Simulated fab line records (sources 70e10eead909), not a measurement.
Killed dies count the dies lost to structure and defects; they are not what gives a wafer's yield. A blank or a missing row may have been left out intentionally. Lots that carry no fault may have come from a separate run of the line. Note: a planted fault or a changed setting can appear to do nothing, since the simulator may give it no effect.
Chamber matching ; flow nandHarc ; 4 sister chambers for NHARC_A_STAIRCASE_TRIM_187 on rieDiel-13
The step chemistry O2, time 211.2 s. 4 wafers are shown with their chamber, then 9 later ones without.

## WAFERS WITH THEIR CHAMBER
wafer;chamber;showerheadPlenumPTorr (Torr)
L091.6;0;3.63
L092.2;1;3.56
L092.3;2;3.30
L092.6;3;3.80

## WAFERS MISSING THEIR CHAMBER
wafer;showerheadPlenumPTorr (Torr)
L093.2;3.56
L093.3;3.79
L093.5;3.30
L095.1;3.62
L095.2;3.29
L095.4;3.79
L097.2;3.29
L097.5;3.62
L097.6;3.55

## WHICH CHAMBER EACH ONE RAN IN
wafer;from the rows above;in truth
L093.2;1;1
L093.3;3;3
L093.5;2;2
L095.1;0;0
L095.2;2;2
L095.4;3;3
L097.2;2;2
L097.5;0;0
L097.6;1;1
Placed correctly: 9 of 9. Not placeable from these rows: 0. Number placed wrongly: 0.
How it was worked out, from the rows above alone: a wafer's distance from a chamber is the root of the sum, over the readings, of the square of ((its reading less the chamber's mean) divided by the reading's scatter). If the next closest chamber is less than 2 further off than the closest, the wafer can't be placed; otherwise it belongs to the closest. Each chamber's mean is taken over the wafers shown for it. The scatter: root of mean squared gap, hidden wafer to nearest shown wafer, with one shown wafer a chamber.
